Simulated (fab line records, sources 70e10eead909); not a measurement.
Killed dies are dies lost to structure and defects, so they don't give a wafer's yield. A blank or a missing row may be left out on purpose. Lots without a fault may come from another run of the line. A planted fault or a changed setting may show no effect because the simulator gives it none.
Which tool did it? | flow nand_harc | 6 lots, 18 wafers sampled, at 3 steps of a route of 1159

WHAT THE GAUGES READ, wafer by wafer
NHARC_A_SOURCE_PLATE_THK_MEAS_09: measures by ellipsometry.
lot  | measured     | on            | thk_nm (nm)
L396 | day 6 22:29  | film_metro-02 | 9.8 9.5 10.7
L397 | day 7 17:16  | film_metro-01 | 10.5 10.2 8.4
L404 | day 9 10:12  | film_metro-02 | 9.5 8.2 9.0
L414 | day 11 10:27 | film_metro-02 | 10.6 8.3 9.5
L416 | day 11 21:58 | film_metro-02 | 10.1 8.9 10.6
L417 | day 12 07:43 | film_metro-02 | 9.3 7.1 9.3

WHICH TOOL RAN EACH LOT (tool, then ch and the chambers of the sampled wafers, then the start)
lot  | NHARC_A_ZERO_WELL_DESCUM_12        | NHARC_A_ZERO_WELL_STRIP_14
L396 | rie_diel-06 ch 0,2, day 6 12:35    | wet_bench-01 ch 2,6,7, day 6 12:56
L397 | rie_diel-09 ch 0,1, day 7 08:13    | wet_bench-09 ch 0,1,6, day 7 08:34
L404 | rie_diel-06 ch 0,2,3, day 8 23:40  | wet_bench-03 ch 5,6,7, day 9 00:02
L414 | rie_diel-09 ch 0,1,3, day 11 02:05 | wet_bench-03 ch 0,2,5, day 11 02:27
L416 | rie_diel-06 ch 1,2,3, day 11 13:01 | wet_bench-01 ch 1,6,7, day 11 13:23
L417 | rie_diel-08 ch 2,3, day 11 22:15   | wet_bench-01 ch 0,5,7, day 11 22:40
- NHARC_A_ZERO_WELL_DESCUM_12: chemistry O2, time 3 s.
- NHARC_A_ZERO_WELL_STRIP_14: strips in SPM, time 900 s.

THE ANSWER, worked out from the rows above alone
Rule: what is usual is taken from the lots themselves. Put in order of their means at a reading, lots are off if they are a third of the lots or fewer, leave a main group of 4 or more, and stand apart from it by a gap of 3 or more times the standard deviation of the main group's means; of several such gaps the widest counts. A main group whose means are all the same, to the digits that the tables above print for the reading, isn't used. A lot without any number at a reading at which 4 lots or more have one is off too. The other lots that the step has rows for count as sound.
No lot is off at any reading shown: from this, nothing can be told.

WHAT THE SIMULATOR HAD PUT IN
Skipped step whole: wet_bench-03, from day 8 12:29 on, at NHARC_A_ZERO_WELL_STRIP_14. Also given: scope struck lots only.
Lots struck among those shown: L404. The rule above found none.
